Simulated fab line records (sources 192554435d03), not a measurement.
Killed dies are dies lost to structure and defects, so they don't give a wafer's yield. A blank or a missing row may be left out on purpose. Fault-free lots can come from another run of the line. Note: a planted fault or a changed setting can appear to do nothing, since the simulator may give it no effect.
Chamber matching || flow n5Finfet || 3 sister chambers for N5_BEOL_M7_DEP_56 on pecvd-03
The step deposits SiCN from 3MS/NH3, target thk 10 nm, time 17.5 s. 3 wafers are shown with their chamber, then 9 later ones without.

== WAFERS PAIRED WITH THEIR CHAMBERS ==
{"wafer": "L092.1", "chamber": 1, "throttleValvePct (%)": 9.5}
{"wafer": "L092.2", "chamber": 0, "throttleValvePct (%)": 9.9}
{"wafer": "L092.3", "chamber": 2, "throttleValvePct (%)": 8.4}

== WAFERS WHOSE CHAMBER IS MISSING ==
{"wafer": "L093.2", "throttleValvePct (%)": 9.6}
{"wafer": "L093.3", "throttleValvePct (%)": 9.9}
{"wafer": "L093.4", "throttleValvePct (%)": 9.5}
{"wafer": "L095.1", "throttleValvePct (%)": 8.2}
{"wafer": "L095.4", "throttleValvePct (%)": 8.0}
{"wafer": "L095.5", "throttleValvePct (%)": 9.6}
{"wafer": "L097.3", "throttleValvePct (%)": 9.8}
{"wafer": "L097.4", "throttleValvePct (%)": 9.7}
{"wafer": "L097.5", "throttleValvePct (%)": 10.0}

== EACH ONE'S CHAMBER ==
{"wafer": "L093.2", "from the rows above": "can't be placed: 1 or 0", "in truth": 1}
{"wafer": "L093.3", "from the rows above": 0, "in truth": 0}
{"wafer": "L093.4", "from the rows above": 1, "in truth": 1}
{"wafer": "L095.1", "from the rows above": 2, "in truth": 2}
{"wafer": "L095.4", "from the rows above": 2, "in truth": 2}
{"wafer": "L095.5", "from the rows above": "can't be placed: 1 or 0", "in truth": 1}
{"wafer": "L097.3", "from the rows above": "can't be placed: 0 or 1", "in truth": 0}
{"wafer": "L097.4", "from the rows above": "can't be placed: 1 or 0", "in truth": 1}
{"wafer": "L097.5", "from the rows above": 0, "in truth": 0}
Correctly placed: 5 of 9. These rows do not allow placing 4 (true chamber among the candidates in 4). Wrongly placed: 0.
How it was worked out, from the rows above alone: a wafer's distance from a chamber is the root of the sum, over the readings, of the square of ((its reading less the chamber's mean) divided by the reading's scatter). If the next closest chamber is less than 2 further off than the closest, the wafer can't be placed; otherwise it belongs to the closest. A chamber's mean is the mean of its shown wafers. The scatter: root of mean squared gap, hidden wafer to nearest shown wafer, with one shown wafer a chamber.
